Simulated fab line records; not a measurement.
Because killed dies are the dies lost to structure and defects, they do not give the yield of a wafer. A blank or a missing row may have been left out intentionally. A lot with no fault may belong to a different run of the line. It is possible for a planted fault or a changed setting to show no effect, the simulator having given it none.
Which tool is to blame?	flow n5Finfet	24 lots with 72 wafers sampled at 6 steps, on a route of 1938 steps

## WHAT THE GAUGES READ, wafer by wafer
No reading from a measuring or inspecting step in the record can be judged against a usual standard deviation.

## WHICH TOOL RAN EACH LOT (tool, then ch and the chambers of the sampled wafers, then the start)
lot	N5_BEOL_M0_SAQP_DESCUM_19	N5_BEOL_M0_SAQP_SPACER1_ALD_98	N5_BEOL_M0_STRIP_140	N5_BEOL_M0_ETCH_109	N5_BEOL_M0_DEGAS_112	N5_BEOL_M0_ANNEAL_119
L074	rieDiel-03 ch 0,2,3, day 5 19:32	aldSin-03 ch 0,1,3, day 5 20:26	rieDiel-04 ch 1,2,3, day 6 01:22	rieDiel-05 ch 0,1,2, day 6 01:46	pvdSputter-03, day 6 02:27	rtpAnneal-01 ch 0, day 6 03:33
L075	rieDiel-03 ch 0,2,3, day 6 00:14	aldSin-04 ch 2,3, day 6 01:09	rieDiel-04 ch 1,2,3, day 6 18:18	rieDiel-05 ch 0,2,3, day 6 19:08	pvdSputter-03, day 6 19:20	rtpAnneal-01 ch 0, day 6 20:41
L076	rieDiel-01 ch 1,2,3, day 6 02:44	aldSin-04 ch 0,1,3, day 6 03:41	rieDiel-04 ch 1,2, day 6 18:22	rieDiel-05 ch 0,2, day 6 19:26	pvdSputter-01, day 6 20:38	rtpAnneal-02 ch 0, day 6 21:52
L077	rieDiel-06 ch 0,2,3, day 6 09:06	aldSin-03 ch 2,3, day 6 09:59	rieDiel-04 ch 0,1,2, day 6 15:44	rieDiel-02 ch 0,1,2, day 6 16:09	pvdSputter-02, day 6 16:20	rtpAnneal-02 ch 0, day 6 18:52
L078	rieDiel-06 ch 1,3, day 6 14:46	aldSin-04 ch 2,3, day 6 15:41	rieDiel-05 ch 0,1,2, day 6 21:01	rieDiel-05 ch 0,3, day 6 21:26	pvdSputter-02, day 6 21:42	rtpAnneal-01 ch 0, day 6 23:21
L079	rieDiel-01 ch 0,2, day 6 17:07	aldSin-03 ch 0,2,3, day 6 18:31	rieDiel-04 ch 0,1, day 6 23:29	rieDiel-05 ch 0,2,3, day 6 23:53	pvdSputter-01, day 7 01:53	rtpAnneal-01 ch 0, day 7 03:19
L080	rieDiel-01 ch 0,2, day 7 03:16	aldSin-04 ch 0,1,3, day 7 04:09	rieDiel-04 ch 0,2, day 7 10:11	rieDiel-05 ch 0,3, day 7 10:41	pvdSputter-01, day 7 10:52	rtpAnneal-01 ch 0, day 7 11:58
L081	rieDiel-03 ch 0,1, day 7 07:28	aldSin-03 ch 1,2,3, day 7 08:21	rieDiel-05 ch 0,1,2, day 7 14:17	rieDiel-04 ch 2,3, day 7 15:14	pvdSputter-02, day 7 17:14	rtpAnneal-02 ch 0, day 7 18:22
L082	rieDiel-06 ch 0,3, day 7 13:44	aldSin-03 ch 1,2, day 7 14:37	rieDiel-05 ch 0,1,3, day 7 20:03	rieDiel-02 ch 1,2, day 7 20:40	pvdSputter-02, day 7 21:30	rtpAnneal-02 ch 0, day 8 00:03
L083	rieDiel-01 ch 0,2,3, day 8 00:59	aldSin-04 ch 0,2, day 8 01:53	rieDiel-05 ch 0,1,2, day 8 08:23	rieDiel-05 ch 0,1, day 8 08:53	pvdSputter-02, day 8 09:37	rtpAnneal-02 ch 0, day 8 11:14
L085	rieDiel-06 ch 1,3, day 8 13:38	aldSin-03 ch 0,2, day 8 15:26	rieDiel-02 ch 0,2,3, day 8 22:33	rieDiel-02 ch 0,3, day 8 22:58	pvdSputter-03, day 8 23:20	rtpAnneal-02 ch 0, day 9 00:41
L086	rieDiel-06 ch 1,2,3, day 8 16:45	aldSin-01 ch 1,2,3, day 8 18:05	rieDiel-02 ch 1,2,3, day 9 00:20	rieDiel-02 ch 0,2,3, day 9 00:59	pvdSputter-01, day 9 01:33	rtpAnneal-02 ch 0, day 9 04:22
L084	rieDiel-06 ch 0,1,2, day 8 17:22	aldSin-03 ch 0,1,3, day 8 18:16	rieDiel-04 ch 0,2,3, day 9 03:58	rieDiel-02 ch 0,1, day 9 05:03	pvdSputter-02, day 9 07:24	rtpAnneal-01 ch 0, day 9 08:37
L087	rieDiel-06 ch 1,2, day 8 23:43	aldSin-03 ch 1,3, day 9 00:39	rieDiel-02 ch 0,1, day 9 08:14	rieDiel-05 ch 1,3, day 9 09:06	pvdSputter-01, day 9 09:19	rtpAnneal-01 ch 0, day 9 12:05
L088	rieDiel-01 ch 1,2,3, day 9 01:37	aldSin-01 ch 2,3, day 9 02:47	rieDiel-05 ch 1,2,3, day 9 08:29	rieDiel-05 ch 2,3, day 9 09:11	pvdSputter-01, day 9 09:29	rtpAnneal-02 ch 0, day 9 12:14
L089	rieDiel-03 ch 1,2,3, day 9 09:57	aldSin-01 ch 1,3, day 9 11:35	rieDiel-02 ch 0,1,3, day 9 21:11	rieDiel-05 ch 1,2,3, day 10 00:46	pvdSputter-03, day 10 00:57	rtpAnneal-02 ch 0, day 10 02:25
L090	rieDiel-06 ch 0,1,3, day 9 12:26	aldSin-01 ch 0,2,3, day 9 13:47	rieDiel-02 ch 0,1,3, day 9 21:07	rieDiel-02 ch 0,2,3, day 10 00:24	pvdSputter-03, day 10 00:34	rtpAnneal-01 ch 0, day 10 01:40
L091	rieDiel-06 ch 0,2,3, day 9 20:35	aldSin-04 ch 0,1,2, day 9 21:29	rieDiel-05 ch 1,2, day 10 05:20	rieDiel-02 ch 1,2,3, day 10 09:12	pvdSputter-02, day 10 09:28	rtpAnneal-01 ch 0, day 10 11:17
L092	rieDiel-01 ch 0,1, day 10 06:20	aldSin-01 ch 0,1, day 10 08:51	rieDiel-02 ch 1,2, day 10 17:59	rieDiel-02 ch 1,2,3, day 10 18:53	pvdSputter-01, day 10 19:11	rtpAnneal-02 ch 0, day 10 20:23
L093	rieDiel-01 ch 0,1,2, day 10 08:02	aldSin-01 ch 0,2,3, day 10 09:52	rieDiel-04 ch 0,2,3, day 10 18:02	rieDiel-02 ch 0,1,2, day 10 18:58	pvdSputter-03, day 10 19:22	rtpAnneal-01 ch 0, day 10 20:26
L094	rieDiel-06 ch 1,2, day 10 13:11	aldSin-04 ch 2,3, day 10 15:35	rieDiel-02 ch 0,2,3, day 11 00:39	rieDiel-04 ch 0,3, day 11 01:26	pvdSputter-03, day 11 01:44	rtpAnneal-02 ch 0, day 11 02:57
L095	rieDiel-01 ch 0,2,3, day 10 16:17	aldSin-01 ch 2,3, day 10 17:16	rieDiel-02 ch 0,1,3, day 11 00:43	rieDiel-04 ch 0,1, day 11 01:58	pvdSputter-01, day 11 02:08	rtpAnneal-02 ch 0, day 11 04:32
L096	rieDiel-01 ch 0,1,3, day 10 22:15	aldSin-03 ch 0,1,3, day 10 23:16	rieDiel-05 ch 0,2,3, day 11 05:29	rieDiel-02 ch 0,1,2, day 11 06:33	pvdSputter-03, day 11 07:40	rtpAnneal-01 ch 0, day 11 09:02
L097	rieDiel-06 ch 0,3, day 11 08:25	aldSin-01 ch 0,2,3, day 11 09:33	rieDiel-05 ch 0,1, day 11 21:32	rieDiel-05 ch 0,1, day 11 22:01	pvdSputter-02, day 11 22:31	rtpAnneal-02 ch 0, day 12 00:38
- N5_BEOL_M0_SAQP_DESCUM_19: chemistry O2, time 7.9 s.
- N5_BEOL_M0_SAQP_SPACER1_ALD_98: deposits SiO2, target thk 12.8 nm, pulse time 1 s, purge time 2 s.
- N5_BEOL_M0_STRIP_140: strips in CF4.
- N5_BEOL_M0_ETCH_109: etches SiCN in CH3F/O2, target depth 8 nm, overetch 2.4 nm, time 27.4 s.
- N5_BEOL_M0_DEGAS_112: time 60 s.
- N5_BEOL_M0_ANNEAL_119: time 90 s.

## AS READ BY THE TOOLS THEMSELVES (means over the sampled wafers that have a number; for cases with no such wafer, the mark the record gives instead)
N5_BEOL_M0_SAQP_DESCUM_19. Usual: drypumpMotorCurrentA 5.7 A, standard deviation 0.37; oesProductAu 0.79 a.u., standard deviation 0.081; rfVppV 243.3 V, standard deviation 1.5; showerheadPlenumPTorr 2.10 Torr, standard deviation 0.073; tempC 40.02 C, standard deviation 0.11; throttleValvePct 20.28 %, standard deviation 0.29.
lot	tool	drypumpMotorCurrentA (A)	oesProductAu (a.u.)	rfVppV (V)	showerheadPlenumPTorr (Torr)	tempC (C)	throttleValvePct (%)	flag
L074	rieDiel-03	5.5	0.78	244.0	2.12	40.01	20.25	
L075	rieDiel-03	5.4	0.78	243.6	2.12	40.10	20.26	
L076	rieDiel-01	6.1	0.79	241.8	2.04	39.96	20.30	
L077	rieDiel-06	5.4	0.84	242.7	2.11	40.10	20.43	
L078	rieDiel-06	5.5	0.87	244.0	2.18	39.94	20.18	
L079	rieDiel-01	5.5	0.72	243.6	2.11	40.01	20.41	
L080	rieDiel-01	5.5	0.72	244.5	2.10	40.02	20.42	
L081	rieDiel-03	5.7	0.82	245.2	2.21	40.14	19.99	
L082	rieDiel-06	5.6	0.89	243.0	2.10	40.07	20.39	
L083	rieDiel-01	5.8	0.78	243.1	2.06	40.01	20.35	
L085	rieDiel-06	5.5	0.85	244.9	2.18	40.02	20.19	
L086	rieDiel-06	5.5	0.80	243.8	2.13	39.96	20.28	
L084	rieDiel-06	5.6	0.83	244.3	2.07	39.95	20.25	
L087	rieDiel-06	5.4	0.75	243.4	2.08	39.91	20.32	
L088	rieDiel-01	6.0	0.77	241.5	2.04	40.02	20.32	
L089	rieDiel-03	5.7	0.74	243.6	2.10	40.02	20.23	
L090	rieDiel-06	5.7	0.86	243.8	2.12	39.94	20.20	
L091	rieDiel-06	5.4	0.80	243.8	2.10	40.00	20.47	
L092	rieDiel-01	5.6	0.71	243.3	2.10	39.99	20.29	
L093	rieDiel-01	5.7	0.70	244.1	2.07	39.93	20.43	
L094	rieDiel-06	5.4	0.75	243.7	2.07	40.09	20.34	
L095	rieDiel-01	5.8	0.75	242.4	2.06	40.00	20.37	
L096	rieDiel-01	5.7	0.75	242.9	2.08	40.12	20.25	
L097	rieDiel-06	5.5	0.83	244.2	2.14	40.00	20.43	

N5_BEOL_M0_SAQP_SPACER1_ALD_98. Usual: heaterPowerW 489 W, standard deviation 51; precursorPulseHeightRel 1.000, standard deviation 0.018.
lot	tool	heaterPowerW (W)	precursorPulseHeightRel	flag
L074	aldSin-03	511	1.005	
L075	aldSin-04	406	1.005	
L076	aldSin-04	469	1.037	
L077	aldSin-03	491	0.996	
L078	aldSin-04	425	1.010	
L079	aldSin-03	507	0.989	
L080	aldSin-04	470	1.000	
L081	aldSin-03	508	0.990	
L082	aldSin-03	508	0.998	
L083	aldSin-04	436	1.007	
L085	aldSin-03	503	0.996	
L086	aldSin-01	528	1.006	
L084	aldSin-03	511	1.011	
L087	aldSin-03	507	1.001	
L088	aldSin-01	523	0.990	
L089	aldSin-01	486	1.012	
L090	aldSin-01	494	0.984	
L091	aldSin-04	443	1.002	
L092	aldSin-01	432	1.001	
L093	aldSin-01	496	0.998	
L094	aldSin-04	412	0.991	
L095	aldSin-01	563	1.014	
L096	aldSin-03	516	0.995	
L097	aldSin-01	493	1.005	

N5_BEOL_M0_STRIP_140. Usual: drypumpMotorCurrentA 5.5 A, standard deviation 0.37; oesProductAu 0.77 a.u., standard deviation 0.079; rfVppV 271.0 V, standard deviation 1.9; showerheadPlenumPTorr 1.79 Torr, standard deviation 0.066; throttleValvePct 13.58 %, standard deviation 0.19.
lot	tool	drypumpMotorCurrentA (A)	oesProductAu (a.u.)	rfVppV (V)	showerheadPlenumPTorr (Torr)	throttleValvePct (%)	flag
L074	rieDiel-04	5.2	0.77	269.1	1.78	13.60	
L075	rieDiel-04	5.2	0.77	271.4	1.78	13.62	
L076	rieDiel-04	5.0	0.83	270.8	1.79	13.54	
L077	rieDiel-04	5.3	0.77	269.9	1.78	13.67	
L078	rieDiel-05	5.5	0.75	270.9	1.81	13.52	
L079	rieDiel-04	5.5	0.70	271.7	1.81	13.81	
L080	rieDiel-04	5.2	0.83	271.0	1.75	13.53	
L081	rieDiel-05	5.5	0.75	271.3	1.80	13.54	
L082	rieDiel-05	5.4	0.81	271.1	1.82	13.45	
L083	rieDiel-05	5.5	0.74	272.0	1.80	13.56	
L085	rieDiel-02	5.7	0.76	271.4	1.80	13.66	
L086	rieDiel-02	5.4	0.81	273.2	1.85	13.54	
L084	rieDiel-04	5.4	0.74	271.1	1.73	13.66	
L087	rieDiel-02	5.4	0.75	270.3	1.74	13.54	
L088	rieDiel-05	5.7	0.76	271.2	1.83	13.57	
L089	rieDiel-02	5.3	0.80	270.9	1.79	13.51	
L090	rieDiel-02	5.3	0.80	270.9	1.79	13.50	
L091	rieDiel-05	5.8	0.70	272.1	1.81	13.69	
L092	rieDiel-02	5.6	0.74	272.2	1.84	13.68	
L093	rieDiel-04	5.4	0.74	269.0	1.73	13.67	
L094	rieDiel-02	5.7	0.75	271.6	1.79	13.71	
L095	rieDiel-02	5.3	0.79	270.4	1.79	13.54	
L096	rieDiel-05	5.5	0.77	271.9	1.85	13.47	
L097	rieDiel-05	5.1	0.75	271.9	1.79	13.52	

N5_BEOL_M0_ETCH_109. Usual: drypumpMotorCurrentA 5.5 A, standard deviation 0.36; oesProductAu 0.67 a.u., standard deviation 0.068; rfVppV 297.6 V, standard deviation 1.6; showerheadPlenumPTorr 2.01 Torr, standard deviation 0.074; throttleValvePct 16.26 %, standard deviation 0.23.
lot	tool	drypumpMotorCurrentA (A)	oesProductAu (a.u.)	rfVppV (V)	showerheadPlenumPTorr (Torr)	throttleValvePct (%)	flag
L074	rieDiel-05	5.4	0.66	297.6	2.00	16.16	
L075	rieDiel-05	5.5	0.71	299.0	2.07	16.06	
L076	rieDiel-05	5.3	0.68	298.3	2.03	15.97	
L077	rieDiel-02	5.5	0.67	297.5	2.01	16.30	
L078	rieDiel-05	5.4	0.77	298.9	2.09	16.00	
L079	rieDiel-05	5.5	0.70	298.7	2.07	16.06	
L080	rieDiel-05	5.2	0.73	299.0	2.05	15.94	
L081	rieDiel-04	5.1	0.72	296.4	1.93	16.20	
L082	rieDiel-02	5.2	0.71	298.0	2.06	16.19	
L083	rieDiel-05	5.1	0.67	297.3	1.98	16.07	
L085	rieDiel-02	5.5	0.71	297.6	1.99	16.25	
L086	rieDiel-02	5.7	0.66	297.3	2.00	16.37	
L084	rieDiel-02	5.4	0.65	296.4	1.96	16.31	
L087	rieDiel-05	5.6	0.67	297.4	1.98	16.37	
L088	rieDiel-05	5.8	0.66	299.7	2.09	16.23	
L089	rieDiel-05	5.7	0.67	298.0	2.03	16.32	
L090	rieDiel-02	5.7	0.66	297.1	2.00	16.38	
L091	rieDiel-02	5.4	0.69	297.7	2.04	16.27	
L092	rieDiel-02	5.4	0.69	298.7	2.04	16.28	
L093	rieDiel-02	5.5	0.64	297.3	2.00	16.36	
L094	rieDiel-04	5.7	0.61	296.0	1.90	16.47	
L095	rieDiel-04	5.7	0.60	296.8	1.96	16.55	
L096	rieDiel-02	5.5	0.64	296.3	2.00	16.37	
L097	rieDiel-05	5.3	0.64	295.7	1.94	16.33	

N5_BEOL_M0_DEGAS_112. Usual: heaterPowerW reads 344 W (standard deviation 59).
lot	tool	heaterPowerW (W)	flag
L074	pvdSputter-03	379	
L075	pvdSputter-03	411	
L076	pvdSputter-01	315	
L077	pvdSputter-02	367	
L078	pvdSputter-02	374	
L079	pvdSputter-01	315	
L080	pvdSputter-01	318	
L081	pvdSputter-02	407	
L082	pvdSputter-02	411	
L083	pvdSputter-02	306	
L085	pvdSputter-03	417	
L086	pvdSputter-01	333	
L084	pvdSputter-02	393	
L087	pvdSputter-01	327	
L088	pvdSputter-01	327	
L089	pvdSputter-03	362	
L090	pvdSputter-03	309	
L091	pvdSputter-02	364	
L092	pvdSputter-01	336	
L093	pvdSputter-03	305	
L094	pvdSputter-03	356	
L095	pvdSputter-01	322	
L096	pvdSputter-03	347	
L097	pvdSputter-02	354	

N5_BEOL_M0_ANNEAL_119. Usual: wafer_temp_C_max reads 226.1 (standard deviation 0.39).
lot	tool	wafer_temp_C_max	flag
L074	rtpAnneal-01	226.0	
L075	rtpAnneal-01	225.6	
L076	rtpAnneal-02	226.6	
L077	rtpAnneal-02	226.0	
L078	rtpAnneal-01	225.9	
L079	rtpAnneal-01	225.5	
L080	rtpAnneal-01	225.7	
L081	rtpAnneal-02	226.4	
L082	rtpAnneal-02	226.2	
L083	rtpAnneal-02	226.7	
L085	rtpAnneal-02	226.5	
L086	rtpAnneal-02	226.3	
L084	rtpAnneal-01	225.8	
L087	rtpAnneal-01	225.6	
L088	rtpAnneal-02	226.4	
L089	rtpAnneal-02	226.4	
L090	rtpAnneal-01	225.7	
L091	rtpAnneal-01	225.8	
L092	rtpAnneal-02	226.3	
L093	rtpAnneal-01	225.8	
L094	rtpAnneal-02	226.7	
L095	rtpAnneal-02	226.3	
L096	rtpAnneal-01	225.9	
L097	rtpAnneal-02	226.4	

## THE ANSWER, worked out from the rows above alone
Rule: lot off if the mean of its wafers having a number is beyond 3 standard deviations from the usual mean. Also off: a lot with no number at a reading for which 4 or more lots have one. All remaining lots with rows at the step are treated as sound. After the gauges, taken in route order, come the tools' own readings; for these a lot's mean is taken, as printed above. The first step at which some lot is off is used, and at that step the reading that is off furthest; a lot without a number counts as furthest.
Nothing can be told from this: no lot is off at any reading shown.

## WHAT WAS PUT IN BY THE SIMULATOR
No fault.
